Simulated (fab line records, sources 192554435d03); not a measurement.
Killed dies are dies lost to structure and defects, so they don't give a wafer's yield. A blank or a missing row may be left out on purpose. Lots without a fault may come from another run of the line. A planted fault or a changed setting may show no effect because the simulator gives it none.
Chamber matching | flow n5_finfet | N5_MOL_CONTACT_COAG_ETCHBACK_132 on rie_diel-02: 4 sister chambers
The step etches SiO2 in CHF3, target depth 10 nm, time 6.7 s. 4 wafers are shown with their chamber, then 9 later ones without.

WAFERS WITH THEIR CHAMBER
wafer  | chamber | drypump_motor_current_A (A)
L076.6 | 1       | 5.57
L084.1 | 2       | 5.36
L084.2 | 3       | 6.13
L084.3 | 0       | 5.96

WAFERS WITHOUT THEIR CHAMBER
wafer  | drypump_motor_current_A (A)
L090.3 | 5.36
L090.5 | 6.09
L090.6 | 5.96
L093.1 | 6.09
L093.3 | 5.98
L093.4 | 5.34
L097.3 | 5.95
L097.5 | 5.36
L097.6 | 6.10

WHICH CHAMBER EACH WENT THROUGH
wafer  | from the rows above | in truth
L090.3 | 2                   | 2
L090.5 | 3                   | 3
L090.6 | 0                   | 0
L093.1 | 3                   | 3
L093.3 | 0                   | 0
L093.4 | 2                   | 2
L097.3 | 0                   | 0
L097.5 | 2                   | 2
L097.6 | 3                   | 3
Placed correctly: 9 of 9. Can't be placed from these rows: 0. Placed wrongly: 0.
How it was worked out, from the rows above alone: a wafer's distance from a chamber is the root of the sum, over the readings, of the square of ((its reading less the chamber's mean) divided by the reading's scatter). The wafer belongs to the nearest chamber; if the next one is less than 2 further off, it can't be placed. A chamber's mean is the mean of its shown wafers. The scatter: with one shown wafer a chamber, the root of the mean of the squares of how far each hidden wafer lies from its nearest shown one.
